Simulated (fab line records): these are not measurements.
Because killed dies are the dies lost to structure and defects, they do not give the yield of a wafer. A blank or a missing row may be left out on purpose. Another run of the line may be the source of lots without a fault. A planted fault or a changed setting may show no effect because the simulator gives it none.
Matching of chambers -- flow n5-finfet -- N5_GATE_CUT_HM_DEP_46 on pecvd-04 has 3 sister chambers
The step deposits SiO2 from TEOS/O2, target thk 130 nm, time 26.6 s. 5 wafers are shown with their chamber, then 7 later ones without.

WAFERS WITH THEIR CHAMBER
wafer,chamber,throttle-valve-pct (%),heater-power-w (W)
L082.2,2,16.7,472
L092.2,0,19.6,444
L092.3,0,19.9,439
L095.1,1,19.5,638
L095.4,1,19.7,641

WAFERS MISSING THEIR CHAMBER
wafer,throttle-valve-pct (%),heater-power-w (W)
L095.5,19.9,639
L097.2,20.0,608
L097.3,19.6,438
L097.6,19.7,606
L096.3,17.3,420
L096.4,17.2,434
L096.6,19.7,491

WHICH CHAMBER EACH WENT THROUGH
wafer,from the rows above,in truth
L095.5,1,1
L097.2,1,1
L097.3,0,0
L097.6,1,1
L096.3,0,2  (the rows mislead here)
L096.4,can't be placed: 2 or 0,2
L096.6,can't be placed: 0 or 2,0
Correct placement for 4 of the 7. From these rows, 2 cannot be placed; in 2 the true chamber is one of the candidates. Placed wrongly: 1.
How it was worked out, from the rows above alone: a wafer's distance from a chamber is the root of the sum, over the readings, of the square of ((its reading less the chamber's mean) divided by the reading's scatter). The wafer belongs to the nearest chamber; if the next one is less than 2 further off, it can't be placed. For every chamber, the mean is computed from those of its wafers that are shown. The scatter: the root of (the sum of the squares of (reading less its chamber's mean) over the shown wafers, divided by (wafers less chambers)).
